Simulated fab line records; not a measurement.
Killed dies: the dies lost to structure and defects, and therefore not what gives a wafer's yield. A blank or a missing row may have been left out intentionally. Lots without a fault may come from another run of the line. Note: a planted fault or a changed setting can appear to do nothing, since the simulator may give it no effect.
Which tool did it? :: flow n5-finfet :: 12 lots with 36 wafers sampled at 2 steps, on a route of 1938 steps

WHAT THE GAUGES SHOWED, per wafer
N5_ZERO_LAYER_INSPECT_20: inspects for defects (darkfield).
lot: L431
measured: day 1 20:05
on: defect-inspect-01
raw-defect-count: 9 30 20

lot: L432
measured: day 2 01:23
on: defect-inspect-01
raw-defect-count: 77 36 38

lot: L434
measured: day 2 13:17
on: defect-inspect-01
raw-defect-count: 43 17 11

lot: L437
measured: day 3 07:28
on: defect-inspect-02
raw-defect-count: 27 27 16

lot: L438
measured: day 3 13:24
on: defect-inspect-01
raw-defect-count: 34 17 27

lot: L439
measured: day 3 19:15
on: defect-inspect-02
raw-defect-count: 16 81 42

lot: L440
measured: day 4 01:17
on: defect-inspect-02
raw-defect-count: 28 25 79

lot: L442
measured: day 4 13:24
on: defect-inspect-02
raw-defect-count: 20 25 45

lot: L443
measured: day 4 19:17
on: defect-inspect-02
raw-defect-count: 31 22 46

lot: L444
measured: day 5 01:17
on: defect-inspect-02
raw-defect-count: 26 16 19

lot: L445
measured: day 5 07:26
on: defect-inspect-02
raw-defect-count: 26 34 47

lot: L453
measured: day 7 07:26
on: defect-inspect-01
raw-defect-count: 23 32 33

TOOL THAT RAN EACH LOT (tool first, then ch and the chambers of the sampled wafers, then the start)
lot: L431
N5_ZERO_LAYER_ETCH_18: rie-si-02 ch 0,1, day 1 19:37

lot: L432
N5_ZERO_LAYER_ETCH_18: rie-si-04 ch 0,1,2, day 2 00:55

lot: L434
N5_ZERO_LAYER_ETCH_18: rie-si-06 ch 0,1,2, day 2 12:49

lot: L437
N5_ZERO_LAYER_ETCH_18: rie-si-04 ch 0,1,2, day 3 06:59

lot: L438
N5_ZERO_LAYER_ETCH_18: rie-si-02 ch 0,2,3, day 3 12:56

lot: L439
N5_ZERO_LAYER_ETCH_18: rie-si-06 ch 0,2, day 3 18:47

lot: L440
N5_ZERO_LAYER_ETCH_18: rie-si-04 ch 0,3, day 4 00:49

lot: L442
N5_ZERO_LAYER_ETCH_18: rie-si-02 ch 1,2,3, day 4 12:56

lot: L443
N5_ZERO_LAYER_ETCH_18: rie-si-04 ch 0,3, day 4 18:49

lot: L444
N5_ZERO_LAYER_ETCH_18: rie-si-02 ch 0,1, day 5 00:49

lot: L445
N5_ZERO_LAYER_ETCH_18: rie-si-06 ch 0,1,2, day 5 06:58

lot: L453
N5_ZERO_LAYER_ETCH_18: rie-si-04 ch 0,3, day 7 06:58
- N5_ZERO_LAYER_ETCH_18: etches Si in HBr/Cl2, target depth 120 nm, time 40 s.

AS READ BY THE TOOLS THEMSELVES (means over the sampled wafers that have a number; for cases with no such wafer, the mark the record gives instead)
N5_ZERO_LAYER_ETCH_18.
lot: L431
tool: rie-si-02
drypump-motor-current-A (A): 6.1
he-backside-leak-sccm (sccm): 2.62
oes-product-au (a.u.): 0.978
throttle-valve-pct (%): 36.7

lot: L432
tool: rie-si-04
drypump-motor-current-A (A): 5.3
he-backside-leak-sccm (sccm): 2.74
oes-product-au (a.u.): 0.994
throttle-valve-pct (%): 36.4

lot: L434
tool: rie-si-06
drypump-motor-current-A (A): 6.4
he-backside-leak-sccm (sccm): 2.72
oes-product-au (a.u.): 0.988
throttle-valve-pct (%): 36.3

lot: L437
tool: rie-si-04
drypump-motor-current-A (A): 5.4
he-backside-leak-sccm (sccm): 2.70
oes-product-au (a.u.): 0.988
throttle-valve-pct (%): 36.4

lot: L438
tool: rie-si-02
drypump-motor-current-A (A): 6.0
he-backside-leak-sccm (sccm): 2.69
oes-product-au (a.u.): 1.002
throttle-valve-pct (%): 36.2

lot: L439
tool: rie-si-06
drypump-motor-current-A (A): 6.4
he-backside-leak-sccm (sccm): 2.42
oes-product-au (a.u.): 0.991
throttle-valve-pct (%): 36.1

lot: L440
tool: rie-si-04
drypump-motor-current-A (A): 5.6
he-backside-leak-sccm (sccm): 2.75
oes-product-au (a.u.): 0.987
throttle-valve-pct (%): 36.6

lot: L442
tool: rie-si-02
drypump-motor-current-A (A): 6.2
he-backside-leak-sccm (sccm): 2.60
oes-product-au (a.u.): 0.998
throttle-valve-pct (%): 36.3

lot: L443
tool: rie-si-04
drypump-motor-current-A (A): 5.2
he-backside-leak-sccm (sccm): 2.76
oes-product-au (a.u.): 0.988
throttle-valve-pct (%): 36.3

lot: L444
tool: rie-si-02
drypump-motor-current-A (A): 6.1
he-backside-leak-sccm (sccm): 2.59
oes-product-au (a.u.): 0.984
throttle-valve-pct (%): 36.6

lot: L445
tool: rie-si-06
drypump-motor-current-A (A): 6.4
he-backside-leak-sccm (sccm): 2.66
oes-product-au (a.u.): 0.992
throttle-valve-pct (%): 36.3

lot: L453
tool: rie-si-04
drypump-motor-current-A (A): 5.6
he-backside-leak-sccm (sccm): 2.96
oes-product-au (a.u.): 0.984
throttle-valve-pct (%): 36.5

THE ANSWER, worked out from the rows above alone
Rule: usual is defined by the lots themselves. Put in order of their means at a reading, lots are off if they are a third of the lots or fewer, leave a main group of 4 or more, and stand apart from it by a gap of 3 or more times the standard deviation of the main group's means; of several such gaps the widest counts. Not used: any main group whose means are identical at the precision the tables above print for the reading. Also off: a lot with no number at a reading for which 4 or more lots have one. All remaining lots with rows at the step are treated as sound. Order of review: gauges by route order, followed by the tools' own readings, for which a lot's mean as printed above is used. At the first step where some lot is off, the reading lying furthest off is the one used; lots without a number count as furthest.
Across all readings shown, no lot is off: no conclusion can be drawn from this.

WHAT HAD BEEN PUT IN BY THE SIMULATOR
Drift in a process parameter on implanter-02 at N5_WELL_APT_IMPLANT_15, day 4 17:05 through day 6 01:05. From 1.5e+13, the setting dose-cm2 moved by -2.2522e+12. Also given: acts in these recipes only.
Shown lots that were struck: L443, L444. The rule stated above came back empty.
